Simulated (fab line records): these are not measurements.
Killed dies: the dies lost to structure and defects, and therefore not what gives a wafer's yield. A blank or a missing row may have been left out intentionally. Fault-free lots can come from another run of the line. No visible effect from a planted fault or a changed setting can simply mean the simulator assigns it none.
fab line records	flow n5Finfet
record lots=7	wafers=39
route steps=1938 shown FIN_SAQP@96 DUMMY_REMOVAL@382 MOL_CONTACT_COAG@559 BEOL_M0_SAQP@658 BEOL_M1@818 BEOL_M3@993 BEOL_M4@1108 BEOL_M7@1263 BEOL_M8@1390 BEOL_M11@1573 BEOL_M13@1696 BEOL_M15@1827 PASSIVATION@1929
startH: hours from the record's opening day to when the first of the lot's shown wafers began	waitH: time in hours since the lot's previous step	" unchanged from the row above	L1.1+2: a single row standing in for several wafers	- either no value or no given start	* or withheld: withheld	< > ~ a bound
route shown NAME@n: NAME is a module with steps in the file, n the number in the route of the first one	usual: mean and standard deviation over wafers with no fault	same: alike in all rows	chamber/n: place in a boat	sites: the reading at each site	_std_site: the values' standard deviation	_edge_site: inner sites' mean taken away from outer sites' mean	radiusMm: how far each site lies from the wafer's centre	mask NAME#n: copy n	behind: tool/chamber where the wafer was last shaped	hold: what put the lot on hold/how long, in hours/how the hold closed	device: the transistor (n, p or np) that didn't switch	end of line: tests run on the same wafers once the route is complete	for a step that has no rows: nothing shown but its recipe	killed: not the wafer's yield, but the dies lost to structure and defects at the first sort	map: shows each die of a wafer: x if killed, . if not, _ if none is there
set.NAME: the setting that was run; set.NAME@STEP: the one run at that earlier step	model.NAME: the simulator's own value behind a step, which no gauge read
lots whose settings were changed on purpose; a table a step, a row a wafer
## steps
# step N5_FIN_SAQP_HM_DEP_03
# recipe material=SiNx	targetThkA=380	tempC=400	precursor=SiH4/NH3/N2	pressureTorr=1.5	rfW=300	timeS=33.6
# step N5_FIN_SAQP_SPACER2_ALD_28
# recipe material=SiO2	targetThkA=81	tempC=300	aldPrecursorFamily=BDEAS	aldCoReactant=O2-plasma	pulseTimeS=1	purgeTimeS=2	coReactantPurgeTimeS=2	pressureTorr=2
# step N5_DUMMY_REMOVAL_PRECLEAN_08
# recipe chemistry=NF3:NH3	afsCycles=2	tempC=30	timeS=20	sublimationTempC=180	sublimationTimeS=60	pressureTorr=3	rfPowerW=30
# step N5_MOL_CONTACT_COAG_ALD_27
# recipe material=SiOC	targetThkA=170	tempC=400	aldPrecursorFamily=carbosiloxane	aldCoReactant=H2-plasma	pulseTimeS=1.5	timeS=2720	purgeTimeS=2	coReactantPurgeTimeS=2	aldCycles=340	pressureTorr=2
# step N5_BEOL_M0_SAQP_MANDREL_ETCH_20
# recipe targetDepthA=600	chemistry=HBr/Cl2	target=a-Si	stopOn=SiNx	btTimeS=10	maskMaterial=SOC	overEtchFrac=0.5	timeS=30	pressureMtorr=10	icpW=800	biasW=75	HBr_flow_sccm=150	Cl2_flow_sccm=80	ends=endPoint
# step N5_BEOL_M1_SPUTTER_81
# recipe material=Cu	targetThkA=45	tempC=-20	chamberPressurePa=0.07	powerW=withheld	timeS=8.29
# step N5_BEOL_M3_CVD_47
# recipe material=Co	targetThkA=30	tempC=withheld	precursor=CCTBA/H2	pressureTorr=30	timeS=223.8
# step N5_BEOL_M4_DEP_57
# recipe material=SiCN	targetThkA=80	tempC=withheld	precursor=3MS/NH3	pressureTorr=3	rfW=202	timeS=14
# step N5_BEOL_M7_ILD_DEP_00
# recipe material=SiCOH_lowk	targetThkA=1797.5	tempC=300	precursor=DEMS/porogen	pressureTorr=5	rfW=500	timeS=33.4
# step N5_BEOL_M8_SURFACE_TREAT_79
# recipe gas=Ar	timeS=*	ionEnergyEv=*	ionCurrentMaCm2=0.5	pressureMtorr=*	arFlowSccm=30
# step N5_BEOL_M11_ETCH_66
# recipe chemistry=N2/H2	target=SOC	targetDepthA=1200	overetchA=240	maskMaterial=SiARC	tempC=40	timeS=180	ionEnergyEv=200	pressureMtorr=30	sourceW=840	biasW=150	n2FlowSccm=200	h2FlowSccm=200
# step N5_BEOL_M13_TRENCH_ETCH_34
# recipe chemistry=C4F8/O2/Ar	target=SiOC	targetDepthA=4134.7	maskMaterial=SOC	pressureMtorr=30	sourceW=3000	biasW=700	Ar_flow_sccm=400	C4F8_flow_sccm=15	O2_flow_sccm=8	heInnerTorr=15	heOuterTorr=30	timeS=162.6	ionEnergyEv=250
# step N5_BEOL_M15_DEP_53
# recipe material=SiCN	targetThkA=500	tempC=withheld	precursor=3MS/NH3	pressureTorr=3	rfW=675	timeS=17.8
# step N5_PASSIVATION_PASS_ETCH_47
# recipe chemistry=CF4/O2	target=SiNx	targetDepthA=7700	timeS=385	ionEnergyEv=100	pressureMtorr=40	sourceW=535	biasW=49	Ar_flow_sccm=100	cf4FlowSccm=100	O2_flow_sccm=10
# step N5_PASSIVATION_PROBE_49
# usual defectLimitedYield=91.2/1.4	killed_at_M4_up=13/5.1	killedDies=104/16	sort_bin_5_function=5.1/0.91
lot.wafer	tool	chamber	startH	waitH	set.timeS@FIN_SAQP_HM_DEP_03	set.targetThkA@FIN_SAQP_SPACER2_ALD_28	set.timeS@DUMMY_REMOVAL_PRECLEAN_08	set.timeS@MOL_CONTACT_COAG_ALD_27	set.targetDepthA@BEOL_M0_SAQP_MANDREL_ETCH_20	set.timeS@BEOL_M1_SPUTTER_81	set.targetThkA@BEOL_M3_CVD_47	set.targetThkA@BEOL_M4_DEP_57	set.targetThkA@BEOL_M7_ILD_DEP_00	set.timeS@BEOL_M8_SURFACE_TREAT_79	set.timeS@BEOL_M11_ETCH_66	set.targetDepthA@BEOL_M13_TRENCH_ETCH_34	set.targetThkA@BEOL_M15_DEP_53	set.timeS@PASSIVATION_PASS_ETCH_47	defectLimitedYield[%]	killed_at_M4_up	killedDies	sort_bin_5_function[%]
L076.1	prober-01	-	274.30	0.0	33.6	47.76	20	2720	600	3.767	39.45	80	1797.5	*	180	4134.7	500	385	88.9	11	131	6.2
L076.2	prober-01	-	274.35	0.1	33.6	81	20	2155	600	8.29	30	80	1797.5	*	79.2	4134.7	500	385	0	1081	1180	96.4
L076.3	prober-01	-	274.40	0.1	33.6	81	20	2720	830.3	3.767	30	80	1797.5	*	79.2	5529	500	385	0	1090	1180	96.6
L076.4	prober-01	-	274.45	0.2	33.6	47.76	20	2155	830.3	8.29	30	67.16	1797.5	*	180	5529	500	385	88.8	10	132	6.9
L076.5	prober-01	-	274.50	0.2	33.6	81	20	2155	600	3.767	39.45	67.16	1797.5	*	180	4134.7	500	385	91.4	7	102	4.8
L076.6	prober-01	-	274.55	0.3	33.6	47.76	20	2720	830.3	8.29	39.45	67.16	1797.5	*	79.2	5529	500	385	0	1066	1180	95.6
L080.1	prober-01	-	319.85	0.0	15.58	81	11.49	1670	485.1	8.29	30	80	1797.5	*	180	4134.7	331.5	481.3	89.9	19	119	6.1
L080.2	prober-01	-	319.90	0.1	33.6	127.4	20	1670	600	11.75	15.09	80	2128	*	180	4134.7	500	385	89.6	19	123	6.5
L080.3	prober-01	-	319.95	0.1	33.6	81	11.49	2720	485.1	11.75	15.09	118.9	1797.5	*	180	4134.7	331.5	385	90.2	18	116	4.7
L080.4	prober-01	-	320.00	0.2	15.58	127.4	20	2720	485.1	8.29	30	80	2128	*	180	2341	500	481.3	89.5	38	124	5.5
L080.5	prober-01	-	320.05	0.2	33.6	81	20	1670	600	8.29	15.09	118.9	1797.5	*	180	2341	500	385	87.5	32	147	5.5
L080.6	prober-01	-	320.10	0.3	15.58	127.4	11.49	2720	600	11.75	30	118.9	2128	*	180	2341	331.5	481.3	88.8	43	132	5.2
L081.1	prober-01	-	339.53	0.0	33.6	81	20	3679	600	8.29	30	115.5	1797.5	*	180	2412	500	385	86.8	36	156	6.7
L081.2	prober-01	-	339.58	0.1	33.6	67.91	20	3679	497.9	10.81	30	80	1797.5	*	180	2412	500	250.4	0	21	1180	96.0
L081.3	prober-01	-	339.63	0.1	33.6	67.91	25.2	2720	600	10.81	30	115.5	1797.5	*	180	2412	500	385	89.1	27	129	5.6
L081.4	prober-01	-	339.68	0.2	41.07	81	25.2	3679	497.9	10.81	30	115.5	1797.5	*	180	4134.7	500	250.4	0	18	1180	95.6
L081.5	prober-01	-	339.73	0.2	41.07	81	20	2720	497.9	8.29	30	80	1797.5	*	180	4134.7	500	385	91.2	26	104	5.5
L081.6	prober-01	-	339.78	0.3	41.07	67.91	25.2	2720	600	8.29	30	80	1797.5	*	180	4134.7	500	250.4	0	18	1180	95.1
L085.1	prober-02	-	356.59	0.0	46.22	50.31	20	1780	600	6.121	30	80	1082	*	106.1	1869	500	385	0.3	1096	1177	86.2
L085.2	prober-02	-	356.64	0.1	33.6	50.31	20	1780	600	8.29	30	103.4	1082	*	180	1869	500	385	38.6	634	724	5.5
L085.3	prober-02	-	356.69	0.1	33.6	81	20	2720	600	8.29	30	103.4	1797.5	*	106.1	4134.7	500	385	0	1113	1180	96.9
L085.4	prober-02	-	356.74	0.2	46.22	81	20	2720	959.9	8.29	30	80	1082	*	180	4134.7	500	385	69.6	263	359	4.8
L085.5	prober-02	-	356.79	0.2	46.22	50.31	20	2720	959.9	6.121	30	103.4	1797.5	*	106.1	1869	500	385	0	1098	1180	96.3
L085.6	prober-02	-	356.84	0.3	33.6	81	20	1780	959.9	6.121	30	80	1797.5	*	180	4134.7	500	385	91.0	15	106	6.1
L086.1	prober-01	-	357.96	0.0	43.88	81	13.19	2139	600	8.29	39.41	80	2250	*	180	4134.7	500	385	93.7	8	74	3.6
L086.2	prober-01	-	358.01	0.1	43.88	81	20	2720	600	5.58	39.41	100.5	1797.5	*	87.74	4134.7	604.8	385	0	1093	1180	96.6
L086.3	prober-01	-	358.06	0.1	33.6	81	13.19	2720	416.5	5.58	30	100.5	2250	*	87.74	4134.7	604.8	225.5	0	909	1180	96.0
L086.4	prober-01	-	358.11	0.2	33.6	81	20	2720	600	8.29	30	80	2250	*	180	4134.7	604.8	385	90.9	14	107	5.2
L086.5	prober-01	-	358.16	0.2	43.88	81	13.19	2139	416.5	5.58	39.41	80	1797.5	*	87.74	4134.7	500	225.5	0	605	1180	97.1
L086.6	prober-01	-	358.21	0.3	33.6	81	20	2139	416.5	8.29	30	100.5	1797.5	*	180	4134.7	500	225.5	0	9	1180	97.3
L094.1	prober-02	-	410.58	0.0	33.6	81	20	2720	600	8.29	30	80	1797.5	*	180	4134.7	500	385	93.0	6	83	3.7
L094.2	prober-02	-	410.63	0.1	33.6	81	20	2720	600	8.29	30	80	1797.5	*	180	4134.7	500	385	92.0	12	94	5.2
L094.5	prober-02	-	410.78	0.2	33.6	81	20	2720	600	8.29	30	80	1797.5	*	180	4134.7	500	385	91.3	9	103	5.4
L096.1	prober-01	-	446.76	0.0	33.6	125.8	31.14	2720	600	10.41	30	39.44	1031	*	180	4134.7	500	385	28.0	749	850	6.9
L096.2	prober-01	-	446.81	0.1	33.6	125.8	20	2720	728.6	8.29	30	80	1797.5	*	180	6569	500	537.6	89.7	20	121	6.1
L096.3	prober-01	-	446.86	0.1	41.6	81	31.14	2720	600	8.29	15.01	80	1031	*	180	4134.7	500	385	20.7	845	936	5.3
L096.4	prober-01	-	446.91	0.2	41.6	125.8	31.14	2720	728.6	10.41	15.01	39.44	1797.5	*	180	6569	500	385	89.1	10	129	7.1
L096.5	prober-01	-	446.96	0.2	33.6	81	20	2720	600	10.41	15.01	80	1797.5	*	180	4134.7	500	537.6	90.8	17	108	6.3
L096.6	prober-01	-	447.01	0.3	41.6	81	20	2720	728.6	8.29	30	39.44	1031	*	180	6569	500	537.6	23.0	790	909	5.6
# killed by level:class
L076.1 BEOL_M0_SAQP:geometricParticle:open=22 STI_FIN_REVEAL:geometricParticle:open=19 BEOL_M0_SAQP:geometricParticle:short=17 BEOL_M3:geometricParticle:open=11 MOL_CONTACT_COAG:geometricParticle:open=8 BEOL_M2:geometricParticle:open=8 FIN_SAQP:geometricParticle:open=5 FIN_SAQP:geometricParticle:short=5
L076.2 BEOL_M11:areaEtch=1075 MOL_CONTACT_COAG:geometricParticle:open=13 STI_FIN_REVEAL:geometricParticle:open=10 FIN_SAQP:geometricParticle:open=9 BEOL_M0_SAQP:geometricParticle:short=8 BEOL_M3:geometricParticle:open=8 BEOL_M2:geometricParticle:open=7 BEOL_M0:geometricParticle:open=6
L076.3 BEOL_M11:areaEtch=1082 STI_FIN_REVEAL:geometricParticle:open=14 MOL_CONTACT_COAG:geometricParticle:open=12 BEOL_M0_SAQP:geometricParticle:open=8 BEOL_M0_SAQP:geometricParticle:short=6 BEOL_M2:geometricParticle:open=6 FIN_SAQP:geometricParticle:short=5 FIN_SAQP:geometricParticle:open=5
L076.4 STI_FIN_REVEAL:geometricParticle:open=21 BEOL_M2:geometricParticle:open=16 BEOL_M0_SAQP:geometricParticle:short=13 MOL_CONTACT_COAG:geometricParticle:open=11 FIN_SAQP:geometricParticle:open=10 GATE_CUT:geometricParticle:short=8 BEOL_M0_SAQP:geometricParticle:open=7 BEOL_M1:geometricParticle:open=7
L076.5 BEOL_M0_SAQP:geometricParticle:open=14 MOL_CONTACT_COAG:geometricParticle:open=11 FIN_SAQP:geometricParticle:short=10 STI_FIN_REVEAL:geometricParticle:open=7 DUMMY_GATE:geometricParticle:open=6 BEOL_M1:geometricParticle:open=6 BEOL_M0_SAQP:geometricParticle:short=5 BEOL_M4:geometricParticle:open=5
L076.6 BEOL_M11:areaEtch=1059 BEOL_M2:geometricParticle:open=15 MOL_CONTACT_COAG:geometricParticle:open=12 BEOL_M0_SAQP:geometricParticle:short=12 BEOL_M0_SAQP:geometricParticle:open=9 STI_FIN_REVEAL:geometricParticle:open=8 BEOL_M3:geometricParticle:open=8 MOL_CONTACT_COAG:geometricParticle:short=8
L080.1 MOL_CONTACT_COAG:geometricParticle:open=18 BEOL_M4:geometricParticle:open=14 STI_FIN_REVEAL:geometricParticle:open=9 BEOL_M2:geometricParticle:open=9 BEOL_M1:geometricParticle:open=8 FIN_SAQP:geometricParticle:open=6 MOL_CONTACT_COAG:geometricParticle:short=6 BEOL_M0_SAQP:geometricParticle:open=6
L080.2 BEOL_M2:geometricParticle:open=19 MOL_CONTACT_COAG:geometricParticle:open=17 FIN_SAQP:geometricParticle:open=12 FIN_SAQP:geometricParticle:short=7 BEOL_M0_SAQP:geometricParticle:open=7 BEOL_M1:geometricParticle:open=7 BEOL_M4:geometricParticle:open=7 BEOL_M0_SAQP:geometricParticle:short=6
L080.3 MOL_CONTACT_COAG:geometricParticle:open=13 BEOL_M1:geometricParticle:open=12 BEOL_M3:geometricParticle:open=10 FIN_SAQP:geometricParticle:short=9 BEOL_M2:geometricParticle:open=9 BEOL_M0_SAQP:geometricParticle:short=8 BEOL_M4:geometricParticle:open=8 BEOL_M0_SAQP:geometricParticle:open=7
L080.4 BEOL_M13:areaEcd=18 MOL_CONTACT_COAG:geometricParticle:open=14 BEOL_M4:geometricParticle:open=13 GATE_CUT:geometricParticle:short=10 MOL_CONTACT_COAG:geometricParticle:short=7 BEOL_M0_SAQP:geometricParticle:short=6 FIN_SAQP:geometricParticle:open=5 FIN_SAQP:geometricParticle:short=5
L080.5 MOL_CONTACT_COAG:geometricParticle:open=19 BEOL_M13:areaEcd=19 FIN_SAQP:geometricParticle:open=13 FIN_SAQP:geometricParticle:short=8 STI_FIN_REVEAL:geometricParticle:open=8 BEOL_M4:geometricParticle:open=8 BEOL_M2:geometricParticle:open=7 STARTING-WAFER:geometricParticle:short=7
L080.6 BEOL_M13:areaEcd=23 FIN_SAQP:geometricParticle:open=21 BEOL_M3:geometricParticle:open=13 FIN_SAQP:geometricParticle:short=7 MOL_CONTACT_COAG:geometricParticle:open=7 BEOL_M2:geometricParticle:open=7 BEOL_M1:geometricParticle:open=6 BEOL_M0_SAQP:geometricParticle:open=4
L081.1 FIN_SAQP:geometricParticle:open=25 BEOL_M13:areaEcd=19 BEOL_M2:geometricParticle:open=15 MOL_CONTACT_COAG:geometricParticle:open=14 STI_FIN_REVEAL:geometricParticle:open=11 BEOL_M0_SAQP:geometricParticle:short=10 BEOL_M4:geometricParticle:open=10 BEOL_M0_SAQP:geometricParticle:open=6
L081.2 PASSIVATION:areaEtch=1056 MOL_CONTACT_COAG:geometricParticle:open=14 FIN_SAQP:geometricParticle:open=9 STI_FIN_REVEAL:geometricParticle:open=9 BEOL_M1:geometricParticle:open=9 DUMMY_GATE:geometricParticle:open=8 BEOL_M2:geometricParticle:open=8 FIN_SAQP:geometricParticle:short=7
L081.3 BEOL_M13:areaEcd=16 STI_FIN_REVEAL:geometricParticle:open=15 BEOL_M0_SAQP:geometricParticle:open=13 FIN_SAQP:geometricParticle:open=7 BEOL_M1:geometricParticle:open=7 FIN_SAQP:geometricParticle:short=6 BEOL_M0_SAQP:geometricParticle:short=6 BEOL_M2:geometricParticle:open=6
L081.4 PASSIVATION:areaEtch=1070 MOL_CONTACT_COAG:geometricParticle:open=16 BEOL_M0_SAQP:geometricParticle:short=12 BEOL_M1:geometricParticle:open=9 BEOL_M2:geometricParticle:open=8 BEOL_M3:geometricParticle:open=7 FIN_SAQP:geometricParticle:short=5 BEOL_M0_SAQP:geometricParticle:open=5
L081.5 BEOL_M4:geometricParticle:open=17 BEOL_M1:geometricParticle:open=11 FIN_SAQP:geometricParticle:open=9 BEOL_M0_SAQP:geometricParticle:open=8 FIN_SAQP:geometricParticle:short=6 STI_FIN_REVEAL:geometricParticle:open=6 MOL_CONTACT_COAG:geometricParticle:open=6 BEOL_M2:geometricParticle:open=6
L081.6 PASSIVATION:areaEtch=1056 BEOL_M1:geometricParticle:open=19 BEOL_M0_SAQP:geometricParticle:short=14 STI_FIN_REVEAL:geometricParticle:open=12 BEOL_M0_SAQP:geometricParticle:open=10 BEOL_M2:geometricParticle:open=10 BEOL_M4:geometricParticle:open=7 FIN_SAQP:geometricParticle:short=6
L085.1 BEOL_M11:areaEtch=955 BEOL_M7:areaDep=118 BEOL_M3:geometricParticle:open=14 BEOL_M0_SAQP:geometricParticle:short=9 BEOL_M4:geometricParticle:open=7 BEOL_M1:geometricParticle:open=6 BEOL_M2:geometricParticle:open=6 FIN_SAQP:geometricParticle:short=5
L085.2 BEOL_M7:areaDep=508 BEOL_M13:areaEcd=109 BEOL_M4:geometricParticle:open=11 BEOL_M0_SAQP:geometricParticle:short=9 BEOL_M1:geometricParticle:short=9 BEOL_M2:geometricParticle:open=8 BEOL_M1:geometricParticle:open=7 BEOL_M3:geometricParticle:open=7
L085.3 BEOL_M11:areaEtch=1096 BEOL_M4:geometricParticle:open=10 BEOL_M2:geometricParticle:open=6 BEOL_M0_SAQP:geometricParticle:short=6 STI_FIN_REVEAL:geometricParticle:open=5 MOL_CONTACT_COAG:geometricParticle:open=5 BEOL_M3:geometricParticle:open=5 BEOL_M0_SAQP:geometricParticle:open=4
L085.4 BEOL_M7:areaDep=251 BEOL_M1:geometricParticle:open=13 BEOL_M0_SAQP:geometricParticle:short=11 FIN_SAQP:geometricParticle:short=10 FIN_SAQP:geometricParticle:open=8 STI_FIN_REVEAL:geometricParticle:open=8 BEOL_M0_SAQP:geometricParticle:open=8 HKMG_FIN:areaEtch=7
L085.5 BEOL_M11:areaEtch=1074 BEOL_M4:geometricParticle:open=14 BEOL_M3:geometricParticle:open=12 MOL_CONTACT_COAG:geometricParticle:open=11 FIN_SAQP:geometricParticle:short=7 BEOL_M1:geometricParticle:open=6 FIN_SAQP:geometricParticle:open=5 STARTING-WAFER:geometricParticle:short=5
L085.6 MOL_CONTACT_COAG:geometricParticle:open=16 STI_FIN_REVEAL:geometricParticle:open=12 BEOL_M4:geometricParticle:open=12 BEOL_M3:geometricParticle:open=11 BEOL_M2:geometricParticle:open=9 FIN_SAQP:geometricParticle:open=6 BEOL_M0_SAQP:geometricParticle:open=6 DUMMY_GATE:geometricParticle:open=4
L086.1 BEOL_M2:geometricParticle:open=8 BEOL_M3:geometricParticle:open=8 FIN_SAQP:geometricParticle:short=5 STARTING-WAFER:geometricParticle:short=5 BEOL_M4:geometricParticle:open=4 FIN_SAQP:geometricParticle:open=3 STI_FIN_REVEAL:geometricParticle:open=3 GATE_CUT:geometricParticle:short=3
L086.2 BEOL_M11:areaEtch=1081 BEOL_M0_SAQP:geometricParticle:short=15 BEOL_M0_SAQP:geometricParticle:open=12 FIN_SAQP:geometricParticle:open=9 MOL_CONTACT_COAG:geometricParticle:open=8 BEOL_M1:geometricParticle:open=5 BEOL_M3:geometricParticle:open=5 STI_FIN_REVEAL:geometricParticle:open=4
L086.3 BEOL_M11:areaEtch=895 BEOL_M0_SAQP:areaEtch=173 BEOL_M0_SAQP:geometricParticle:open=11 BEOL_M1:geometricParticle:open=10 DUMMY_GATE:geometricParticle:open=8 FIN_SAQP:geometricParticle:open=7 MOL_CONTACT_COAG:geometricParticle:open=7 BEOL_M3:geometricParticle:open=6
L086.4 FIN_SAQP:geometricParticle:open=15 STI_FIN_REVEAL:geometricParticle:open=10 MOL_CONTACT_COAG:geometricParticle:open=6 BEOL_M0_SAQP:geometricParticle:open=6 BEOL_M0_SAQP:geometricParticle:short=6 FIN_SAQP:geometricParticle:short=5 BEOL_M1:geometricParticle:open=5 BEOL_M4:geometricParticle:open=5
L086.5 BEOL_M11:areaEtch=593 BEOL_M0_SAQP:areaEtch=511 STI_FIN_REVEAL:geometricParticle:open=11 BEOL_M0_SAQP:geometricParticle:short=8 MOL_CONTACT_COAG:geometricParticle:short=4 BEOL_M3:geometricParticle:open=4 STARTING-WAFER:geometricParticle:short=4 BEOL_M5:geometricParticle:short=4
L086.6 PASSIVATION:areaEtch=982 BEOL_M0_SAQP:areaEtch=107 MOL_CONTACT_COAG:geometricParticle:open=13 FIN_SAQP:geometricParticle:open=9 BEOL_M0_SAQP:geometricParticle:short=7 BEOL_M3:geometricParticle:open=7 STI_FIN_REVEAL:geometricParticle:open=6 BEOL_M0_SAQP:geometricParticle:open=5
L094.1 STI_FIN_REVEAL:geometricParticle:open=19 MOL_CONTACT_COAG:geometricParticle:open=9 FIN_SAQP:geometricParticle:open=6 BEOL_M0_SAQP:geometricParticle:short=5 BEOL_M3:geometricParticle:short=5 BEOL_M0_SAQP:geometricParticle:open=4 MIM_TOP:geometricParticle:short=4 STI_FIN_REVEAL:geometricParticle:short=3
L094.2 STI_FIN_REVEAL:geometricParticle:open=14 FIN_SAQP:geometricParticle:open=10 BEOL_M0_SAQP:geometricParticle:open=9 BEOL_M0_SAQP:geometricParticle:short=8 BEOL_M4:geometricParticle:open=8 MOL_CONTACT_COAG:geometricParticle:open=6 BEOL_M1:geometricParticle:open=6 ILD0:geometricParticle:open=5
L094.5 STI_FIN_REVEAL:geometricParticle:open=25 FIN_SAQP:geometricParticle:short=9 BEOL_M0_SAQP:geometricParticle:open=9 BEOL_M2:geometricParticle:open=8 BEOL_M0_SAQP:geometricParticle:short=6 FIN_SAQP:geometricParticle:open=5 BEOL_M1:geometricParticle:open=5 MOL_CONTACT_COAG:geometricParticle:open=4
L096.1 BEOL_M7:areaDep=728 BEOL_M3:geometricParticle:open=13 BEOL_M4:geometricParticle:open=13 FIN_SAQP:geometricParticle:short=11 MOL_CONTACT_COAG:geometricParticle:open=11 STI_FIN_REVEAL:geometricParticle:open=8 FIN_SAQP:geometricParticle:open=6 BEOL_M1:geometricParticle:open=6
L096.2 MOL_CONTACT_COAG:geometricParticle:open=18 BEOL_M2:geometricParticle:short=12 BEOL_M4:geometricParticle:open=12 STI_FIN_REVEAL:geometricParticle:open=11 BEOL_M3:geometricParticle:open=11 FIN_SAQP:geometricParticle:open=6 MOL_CONTACT_COAG:geometricParticle:short=6 BEOL_M0:geometricParticle:open=6
L096.3 BEOL_M7:areaDep=832 MOL_CONTACT_COAG:geometricParticle:open=26 FIN_SAQP:geometricParticle:short=11 FIN_SAQP:geometricParticle:open=9 BEOL_M3:geometricParticle:open=7 DUMMY_GATE:geometricParticle:open=6 MOL_CONTACT_COAG:geometricParticle:short=6 BEOL_M4:geometricParticle:open=6
L096.4 STI_FIN_REVEAL:geometricParticle:open=20 FIN_SAQP:geometricParticle:open=16 MOL_CONTACT_COAG:geometricParticle:open=16 BEOL_M3:geometricParticle:open=7 BEOL_M2:geometricParticle:short=6 FIN_SAQP:geometricParticle:short=5 MOL_CONTACT_COAG:geometricParticle:short=5 BEOL_M0:geometricParticle:open=5
L096.5 MOL_CONTACT_COAG:geometricParticle:open=16 FIN_SAQP:geometricParticle:open=10 MOL_CONTACT_COAG:geometricParticle:short=9 FIN_SAQP:geometricParticle:short=8 BEOL_M5:geometricParticle:open=6 BEOL_M4:geometricParticle:open=5 STI_FIN_REVEAL:geometricParticle:open=4 BEOL_M1:geometricParticle:open=4
L096.6 BEOL_M7:areaDep=774 FIN_SAQP:geometricParticle:open=12 BEOL_M3:geometricParticle:open=11 BEOL_M1:geometricParticle:open=8 FIN_SAQP:geometricParticle:short=7 BEOL_M0_SAQP:geometricParticle:open=7 MOL_CONTACT_COAG:geometricParticle:open=7 MIM_TOP:geometricParticle:open=7
## key
split step=N5_FIN_SAQP_HM_DEP_03	setting=timeS	statedAs=33.6
response none clear
split step=N5_FIN_SAQP_SPACER2_ALD_28	setting=targetThkA	statedAs=81
response none clear
split step=N5_DUMMY_REMOVAL_PRECLEAN_08	setting=timeS	statedAs=20
response none clear
split step=N5_MOL_CONTACT_COAG_ALD_27	setting=timeS	statedAs=2720
response none clear
split step=N5_BEOL_M0_SAQP_MANDREL_ETCH_20	setting=targetDepthA	statedAs=600
response none clear
split step=N5_BEOL_M1_SPUTTER_81	setting=timeS	statedAs=8.29
response none clear
split step=N5_BEOL_M3_CVD_47	setting=targetThkA	statedAs=30
response none clear
split step=N5_BEOL_M4_DEP_57	setting=targetThkA	statedAs=80
response none clear
split step=N5_BEOL_M7_ILD_DEP_00	setting=targetThkA	statedAs=1797.5
response none clear
split step=N5_BEOL_M8_SURFACE_TREAT_79	setting=timeS	statedAs=*
response none clear
split step=N5_BEOL_M11_ETCH_66	setting=timeS	statedAs=180
response step=N5_PASSIVATION_PROBE_49	reading=killed_at_M4_up	slope=-18.7	per=1%	togetherWith=all	explained=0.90
response step=N5_PASSIVATION_PROBE_49	reading=sort_bin_5_function	slope=-1.5	per=1%	togetherWith=all	explained=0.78
response step=N5_PASSIVATION_PROBE_49	reading=killedDies	slope=-16.5	per=1%	togetherWith=all	explained=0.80
response step=N5_PASSIVATION_PROBE_49	reading=defectLimitedYield	slope=+1.39	per=1%	togetherWith=all	explained=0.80
split step=N5_BEOL_M13_TRENCH_ETCH_34	setting=targetDepthA	statedAs=4134.7
response none clear
split step=N5_BEOL_M15_DEP_53	setting=targetThkA	statedAs=500
response none clear
split step=N5_PASSIVATION_PASS_ETCH_47	setting=timeS	statedAs=385
response none clear
